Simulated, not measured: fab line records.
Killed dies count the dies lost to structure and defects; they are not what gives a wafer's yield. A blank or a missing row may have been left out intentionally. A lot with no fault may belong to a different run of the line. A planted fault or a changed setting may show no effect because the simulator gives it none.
Matching of chambers -- flow n5 finfet -- N5_GATE_CUT_ALD_22 on ald sin-03: 4 sister chambers
The step deposits SiNx, target thk 16 nm, pulse time 1 s, ald cycles 320. 4 wafers are shown with their chamber, then 12 later ones without.

## WAFERS, EACH WITH ITS CHAMBER
wafer,chamber,heater power outer w (W)
L087.1,1,448
L090.2,2,525
L090.3,3,524
L090.6,0,459

## WAFERS WITH NO CHAMBER GIVEN
wafer,heater power outer w (W)
L091.1,520
L091.3,453
L091.6,450
L092.2,457
L092.4,452
L092.5,475
L093.2,522
L093.3,461
L093.5,445
L097.1,510
L097.2,516
L097.3,448

## WHICH CHAMBER EACH WENT THROUGH
wafer,from the rows above,in truth
L091.1,can't be placed: 3 or 2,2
L091.3,can't be placed: 1 or 0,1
L091.6,can't be placed: 1 or 0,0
L092.2,can't be placed: 0 or 1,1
L092.4,can't be placed: 1 or 0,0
L092.5,can't be placed: 0 or 1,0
L093.2,can't be placed: 3 or 2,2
L093.3,can't be placed: 0 or 1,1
L093.5,can't be placed: 1 or 0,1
L097.1,can't be placed: 3 or 2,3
L097.2,can't be placed: 3 or 2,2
L097.3,can't be placed: 1 or 0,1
0 of 12 placed correctly. Can't be placed from these rows: 12 (the true chamber is among the candidates in 12). 0 placed wrongly.
How it was worked out, from the rows above alone: a wafer's distance from a chamber is the root of the sum, over the readings, of the square of ((its reading less the chamber's mean) divided by the reading's scatter). The wafer belongs to the nearest chamber; if the next one is less than 2 further off, it can't be placed. The mean given for a chamber averages the wafers shown for that chamber. The scatter: with one shown wafer a chamber, the root of the mean of the squares of how far each hidden wafer lies from its nearest shown one.
